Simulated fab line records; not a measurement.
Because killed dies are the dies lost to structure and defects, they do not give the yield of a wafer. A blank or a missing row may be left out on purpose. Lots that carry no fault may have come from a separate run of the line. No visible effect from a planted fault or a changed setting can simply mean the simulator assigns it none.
The tool behind it: which one?	flow n5 finfet	63 wafers from 21 lots sampled at 6 of the route's 1938 steps

## WHAT THE GAUGES SHOWED, per wafer
N5_HKMG_FIN_CD_MEAS_49 targets a cd of 202 nm.
lot	measured	on	cd nm (nm)
L074	day 3 21:49	cd sem-01	200.9 202.0 201.3
L075	day 4 03:41	cd sem-02	202.6 201.9 201.6
L076	day 4 10:44	cd sem-01	199.6 201.7 200.5
L077	day 4 15:49	cd sem-01	200.7 200.1 201.0
L078	day 5 00:36	cd sem-02	202.6 200.6 201.8
L079	day 5 07:23	cd sem-02	202.9 200.5 201.6
L080	day 5 12:30	cd sem-02	201.7 201.5 201.9
L081	day 5 17:32	cd sem-01	200.6 201.9 202.5
L084	day 6 13:06	cd sem-01	201.6 201.5 202.1
L085	day 6 19:25	cd sem-01	202.6 201.8 201.2
L086	day 6 23:32	cd sem-03	201.1 201.6 202.1
L087	day 7 03:16	cd sem-01	202.8 201.5 201.2
L088	day 7 09:31	cd sem-01	203.3 201.2 201.1
L089	day 7 15:53	cd sem-02	202.1 201.0 201.9
L090	day 8 00:29	cd sem-01	201.5 200.8 201.7
L091	day 8 05:13	cd sem-01	200.6 201.7 201.3
L092	day 8 12:36	cd sem-03	201.7 200.6 201.3
L093	day 8 16:40	cd sem-01	201.3 201.5 201.6
L094	day 9 04:33	cd sem-03	201.4 200.2 201.9
L095	day 9 07:37	cd sem-02	200.2 201.5 202.2
L096	day 9 11:16	cd sem-02	202.3 202.5 200.7

## WHAT TOOL EACH LOT RAN ON (gives the tool, then ch and the chambers of the sampled wafers, and finally the start)
lot	N5_DUMMY_GATE_ETCH_29	N5_DUMMY_GATE_HM_OPEN_21	N5_SD_EPI_N_ETCH_34	N5_SD_EPI_P_ETCH_47	N5_SDB_ETCH_25
L074	rie diel-02 ch 0,1,2, day 2 22:22	rie diel-02 ch 0,2, day 2 22:49	rie diel-01 ch 1,2,3, day 3 00:44	rie diel-05 ch 0,1,2, day 3 05:31	rie diel-04 ch 0,3, day 3 16:52
L075	rie diel-02 ch 1,2,3, day 3 04:00	rie diel-02 ch 1,2,3, day 3 04:26	rie diel-04 ch 1,2,3, day 3 06:25	rie diel-02 ch 1,2,3, day 3 11:20	rie diel-03 ch 1,2, day 3 22:47
L076	rie diel-06 ch 0,2,3, day 3 10:08	rie diel-05 ch 0,1,2, day 3 10:35	rie diel-01 ch 1,3, day 3 13:26	rie diel-06 ch 2,3, day 3 18:21	rie diel-04 ch 0,1,3, day 4 05:50
L077	rie diel-05 ch 0,1,2, day 3 15:42	rie diel-02 ch 0,1,3, day 3 16:08	rie diel-04 ch 0,1,2, day 3 18:00	rie diel-05 ch 0,1,2, day 3 23:10	rie diel-04 ch 0,2,3, day 4 10:51
L078	rie diel-06 ch 2,3, day 4 01:23	rie diel-06 ch 0,1, day 4 01:50	rie diel-03 ch 0,1,2, day 4 03:28	rie diel-05 ch 1,2, day 4 08:16	rie diel-01 ch 0,2,3, day 4 19:45
L079	rie diel-02 ch 0,1,2, day 4 05:15	rie diel-02 ch 0,2,3, day 4 05:45	rie diel-04 ch 1,2, day 4 08:54	rie diel-06 ch 1,2, day 4 13:53	rie diel-03 ch 0,1,2, day 5 01:57
L080	rie diel-06 ch 1,2,3, day 4 12:25	rie diel-05 ch 2,3, day 4 12:52	rie diel-03 ch 0,1, day 4 14:59	rie diel-02 ch 0,1,2, day 4 19:56	rie diel-04 ch 0,2,3, day 5 07:39
L081	rie diel-05 ch 0,1, day 4 17:31	rie diel-05 ch 0,1,2, day 4 17:58	rie diel-04 ch 0,1,3, day 4 20:02	rie diel-05 ch 0,1,2, day 5 01:35	rie diel-01 ch 0,1,2, day 5 12:47
L084	rie diel-02 ch 0,2,3, day 5 13:19	rie diel-06 ch 0,1,3, day 5 13:46	rie diel-04 ch 0,3, day 5 15:32	rie diel-02 ch 1,2,3, day 5 20:43	rie diel-03 ch 0,1,3, day 6 08:18
L085	rie diel-02 ch 0,2,3, day 5 19:31	rie diel-05 ch 0,1,2, day 5 19:58	rie diel-03 ch 0,1, day 5 22:07	rie diel-06 ch 0,1,2, day 6 03:01	rie diel-03 ch 0,1,3, day 6 14:27
L086	rie diel-06 ch 0,2,3, day 5 23:41	rie diel-06 ch 0,1,2, day 6 00:08	rie diel-03 ch 0,3, day 6 01:55	rie diel-05 ch 0,1,2, day 6 06:49	rie diel-01 ch 0,1,2, day 6 18:35
L087	rie diel-05 ch 0,2,3, day 6 02:58	rie diel-06 ch 1,2,3, day 6 03:24	rie diel-01 ch 1,2,3, day 6 05:10	rie diel-02 ch 0,1, day 6 10:08	rie diel-04 ch 1,2, day 6 22:12
L088	rie diel-02 ch 2,3, day 6 08:38	rie diel-05 ch 2,3, day 6 09:05	rie diel-04 ch 1,2,3, day 6 10:55	rie diel-02 ch 0,1,2, day 6 15:52	rie diel-04 ch 0,2,3, day 7 04:26
L089	rie diel-06 ch 0,1,3, day 6 15:19	rie diel-06 ch 0,2,3, day 6 15:55	rie diel-04 ch 1,2,3, day 6 18:01	rie diel-06 ch 1,2, day 6 23:10	rie diel-01 ch 0,1,3, day 7 11:01
L090	rie diel-05 ch 0,1,3, day 6 23:36	rie diel-06 ch 0,3, day 7 00:03	rie diel-03 ch 1,2,3, day 7 01:49	rie diel-02 ch 1,2,3, day 7 07:54	rie diel-01 ch 0,2,3, day 7 19:37
L091	rie diel-02 ch 1,3, day 7 05:29	rie diel-05 ch 0,2, day 7 06:07	rie diel-04 ch 0,2,3, day 7 07:54	rie diel-05 ch 1,2, day 7 12:50	rie diel-03 ch 0,1, day 8 00:12
L092	rie diel-05 ch 0,1,2, day 7 10:39	rie diel-05 ch 0,2,3, day 7 11:13	rie diel-01 ch 0,2,3, day 7 13:58	rie diel-02 ch 1,2, day 7 18:57	rie diel-03 ch 0,1, day 8 07:14
L093	rie diel-05 ch 0,1,2, day 7 16:42	rie diel-06 ch 0,1,2, day 7 17:09	rie diel-03 ch 0,2, day 7 19:24	rie diel-06 ch 1,2, day 8 00:20	rie diel-03 ch 1,3, day 8 11:41
L094	rie diel-02 ch 1,2,3, day 8 00:38	rie diel-02 ch 1,2,3, day 8 01:06	rie diel-01 ch 1,2,3, day 8 03:16	rie diel-06 ch 1,2, day 8 10:14	rie diel-01 ch 1,2,3, day 8 23:08
L095	rie diel-05 ch 1,2, day 8 03:31	rie diel-05 ch 0,3, day 8 04:29	rie diel-04 ch 0,2,3, day 8 06:34	rie diel-06 ch 0,2, day 8 12:43	rie diel-03 ch 0,2, day 9 02:15
L096	rie diel-06 ch 0,1,2, day 8 10:52	rie diel-05 ch 1,2, day 8 11:25	rie diel-01 ch 0,2,3, day 8 13:09	rie diel-02 ch 0,3, day 8 18:08	rie diel-03 ch 0,1,2, day 9 06:13
- N5_DUMMY_GATE_ETCH_29: etches underlayer in N2/H2, target depth 13 nm.
- N5_DUMMY_GATE_HM_OPEN_21: chemistry CH3F/O2, target SiNx, target depth 120 nm, time 171.4 s.
- N5_SD_EPI_N_ETCH_34: etches SiARC in CF4, target depth 45.5 nm, time 75.8 s.
- N5_SD_EPI_P_ETCH_47: etches SiOCN in CH3F/O2, target depth 25 nm.
- N5_SDB_ETCH_25: etches SiO2 in C4F6/O2, target depth 10 nm, time 3.3 s.

## AS READ BY THE TOOLS THEMSELVES (means over the sampled wafers that have a number; for cases with no such wafer, the mark the record gives instead)
N5_DUMMY_GATE_ETCH_29.
lot	tool	drypump motor current A (A)	oes product au (a.u.)	rf vpp V (V)	showerhead plenum p Torr (Torr)	throttle valve pct (%)
L074	rie diel-02	5.4	0.77	524.8	2.57	17.93
L075	rie diel-02	5.7	0.81	525.5	2.61	17.99
L076	rie diel-06	5.8	0.75	524.1	2.57	18.01
L077	rie diel-05	5.6	0.76	524.7	2.60	18.00
L078	rie diel-06	5.8	0.72	525.7	2.58	18.03
L079	rie diel-02	5.4	0.76	524.6	2.57	17.94
L080	rie diel-06	5.7	0.77	525.6	2.60	17.77
L081	rie diel-05	5.4	0.74	524.5	2.58	18.04
L084	rie diel-02	5.2	0.76	522.3	2.51	18.22
L085	rie diel-02	5.2	0.75	523.0	2.51	18.23
L086	rie diel-06	5.8	0.73	524.8	2.56	18.02
L087	rie diel-05	5.6	0.78	522.7	2.52	17.92
L088	rie diel-02	5.2	0.74	525.2	2.59	18.10
L089	rie diel-06	5.8	0.78	526.5	2.62	17.92
L090	rie diel-05	5.4	0.74	522.4	2.51	17.94
L091	rie diel-02	6.2	0.81	526.3	2.62	17.92
L092	rie diel-05	5.6	0.76	525.2	2.59	18.04
L093	rie diel-05	5.6	0.75	525.0	2.59	18.04
L094	rie diel-02	5.7	0.77	525.3	2.60	18.03
L095	rie diel-05	5.8	0.75	527.0	2.66	18.10
L096	rie diel-06	5.6	0.77	524.7	2.58	17.81

N5_DUMMY_GATE_HM_OPEN_21.
lot	tool	drypump motor current A (A)	oes product au (a.u.)	rf vpp V (V)	showerhead plenum p Torr (Torr)	throttle valve pct (%)
L074	rie diel-02	4.9	0.73	300	2.02	16.56
L075	rie diel-02	5.7	0.82	309	2.06	16.42
L076	rie diel-05	5.6	0.76	299	2.06	16.50
L077	rie diel-02	5.6	0.81	313	2.00	16.54
L078	rie diel-06	5.7	0.83	307	2.06	16.39
L079	rie diel-02	5.2	0.77	308	1.98	16.61
L080	rie diel-05	6.1	0.78	298	2.07	16.35
L081	rie diel-05	5.5	0.76	298	2.06	16.51
L084	rie diel-06	5.8	0.79	306	2.07	16.47
L085	rie diel-05	5.6	0.76	299	2.06	16.52
L086	rie diel-06	5.6	0.79	302	2.05	16.37
L087	rie diel-06	5.7	0.76	302	2.07	16.43
L088	rie diel-05	5.8	0.77	300	2.00	16.35
L089	rie diel-06	5.8	0.74	303	2.04	16.63
L090	rie diel-06	5.9	0.75	307	2.05	16.68
L091	rie diel-05	5.7	0.78	299	2.06	16.43
L092	rie diel-05	5.6	0.76	303	2.00	16.43
L093	rie diel-06	5.7	0.78	303	2.05	16.39
L094	rie diel-02	5.7	0.78	310	2.05	16.46
L095	rie diel-05	5.2	0.73	307	1.93	16.49
L096	rie diel-05	6.0	0.77	294	2.12	16.49

N5_SD_EPI_N_ETCH_34.
lot	tool	drypump motor current A (A)	etch rf on time s (s)	oes product au (a.u.)	rf vpp V (V)	showerhead plenum p Torr (Torr)	throttle valve pct (%)
L074	rie diel-01	5.68	78.4	0.68	184.5	2.18	15.68
L075	rie diel-04	5.52	75.6	0.63	184.9	2.17	15.76
L076	rie diel-01	5.66	75.5	0.72	185.7	2.22	15.57
L077	rie diel-04	5.73	74.2	0.61	184.5	2.14	15.81
L078	rie diel-03	5.76	74.2	0.67	183.4	2.14	15.60
L079	rie diel-04	5.73	74.6	0.61	185.1	2.13	15.72
L080	rie diel-03	5.59	72.9	0.66	182.5	2.11	15.60
L081	rie diel-04	5.67	76.5	0.61	184.1	2.14	15.89
L084	rie diel-04	5.44	77.9	0.63	184.5	2.18	15.93
L085	rie diel-03	5.70	73.1	0.69	184.2	2.09	15.63
L086	rie diel-03	5.58	75.1	0.65	184.1	2.10	15.59
L087	rie diel-01	5.69	78.7	0.66	184.6	2.18	15.74
L088	rie diel-04	5.51	76.8	0.61	183.4	2.17	15.79
L089	rie diel-04	5.52	75.8	0.61	185.3	2.17	15.79
L090	rie diel-03	5.78	77.2	0.67	183.8	2.12	15.61
L091	rie diel-04	5.49	76.2	0.69	184.3	2.17	15.72
L092	rie diel-01	5.74	78.1	0.65	183.5	2.12	15.74
L093	rie diel-03	5.68	75.2	0.62	183.9	2.15	15.62
L094	rie diel-01	5.69	79.3	0.64	183.8	2.17	15.76
L095	rie diel-04	5.50	76.8	0.68	184.4	2.17	15.75
L096	rie diel-01	5.75	78.3	0.64	183.7	2.12	15.76

N5_SD_EPI_P_ETCH_47.
lot	tool	drypump motor current A (A)	oes product au (a.u.)	rf vpp V (V)	showerhead plenum p Torr (Torr)	throttle valve pct (%)
L074	rie diel-05	5.6	0.77	127	2.04	16.35
L075	rie diel-02	5.7	0.82	132	2.04	16.27
L076	rie diel-06	5.8	0.73	126	2.02	16.43
L077	rie diel-05	5.5	0.76	128	2.04	16.37
L078	rie diel-05	5.8	0.76	125	2.09	16.40
L079	rie diel-06	5.6	0.82	128	2.07	16.02
L080	rie diel-02	5.4	0.76	128	2.02	16.37
L081	rie diel-05	5.6	0.76	128	2.04	16.36
L084	rie diel-02	5.7	0.80	131	2.03	16.29
L085	rie diel-06	5.6	0.79	129	2.03	16.21
L086	rie diel-05	5.6	0.76	127	2.04	16.38
L087	rie diel-02	5.3	0.75	130	1.96	16.52
L088	rie diel-02	5.4	0.75	130	2.02	16.39
L089	rie diel-06	5.5	0.76	127	2.03	16.20
L090	rie diel-02	5.7	0.79	132	2.03	16.30
L091	rie diel-05	5.7	0.75	125	2.09	16.43
L092	rie diel-02	5.5	0.74	127	2.07	16.27
L093	rie diel-06	5.5	0.75	127	2.02	16.21
L094	rie diel-06	5.5	0.78	128	2.06	16.06
L095	rie diel-06	5.7	0.73	128	1.99	16.41
L096	rie diel-02	5.4	0.80	134	1.91	16.55

N5_SDB_ETCH_25.
lot	tool	drypump motor current A (A)	oes product au (a.u.)	rf vpp V (V)	showerhead plenum p Torr (Torr)	throttle valve pct (%)
L074	rie diel-04	5.44	0.75	678	2.89	21.37
L075	rie diel-03	5.85	0.82	644	2.83	21.26
L076	rie diel-04	5.67	0.73	676	2.83	21.34
L077	rie diel-04	5.52	0.72	679	2.89	21.34
L078	rie diel-01	5.76	0.77	671	2.81	21.21
L079	rie diel-03	5.76	0.77	645	2.85	21.20
L080	rie diel-04	5.50	0.72	679	2.89	21.33
L081	rie diel-01	5.64	0.84	679	2.88	21.29
L084	rie diel-03	5.65	0.78	641	2.78	21.20
L085	rie diel-03	5.65	0.78	642	2.78	21.20
L086	rie diel-01	5.64	0.83	678	2.88	21.31
L087	rie diel-04	5.57	0.70	679	2.87	21.21
L088	rie diel-04	5.50	0.82	679	2.88	21.24
L089	rie diel-01	5.71	0.80	677	2.85	21.13
L090	rie diel-01	5.77	0.75	670	2.80	21.25
L091	rie diel-03	5.70	0.77	635	2.78	21.31
L092	rie diel-03	5.70	0.78	635	2.78	21.31
L093	rie diel-03	5.71	0.80	638	2.76	21.29
L094	rie diel-01	5.69	0.75	699	2.88	21.29
L095	rie diel-03	5.66	0.71	648	2.85	21.17
L096	rie diel-03	5.76	0.74	646	2.83	21.25

## THE ANSWER, worked out from the rows above alone
Rule: usual is defined by the lots themselves. The widest of any qualifying gaps counts: lots, ordered by their means at a reading, are off when they make up no more than a third of the lots, leave a main group of 4 or more, and stand apart from it by 3 or more times the standard deviation of that group's means. A main group is skipped when, at the precision printed for the reading in the tables above, its means are all equal. A lot without any number at a reading at which 4 lots or more have one is off too. Any other lot the step has rows for is counted as sound. After the gauges, taken in route order, come the tools' own readings; for these a lot's mean is taken, as printed above. The first step at which some lot is off is used, and at that step the reading that is off furthest; a lot without a number counts as furthest.
Across all readings shown, no lot is off: no conclusion can be drawn from this.

## WHAT HAD BEEN PUT IN BY THE SIMULATOR
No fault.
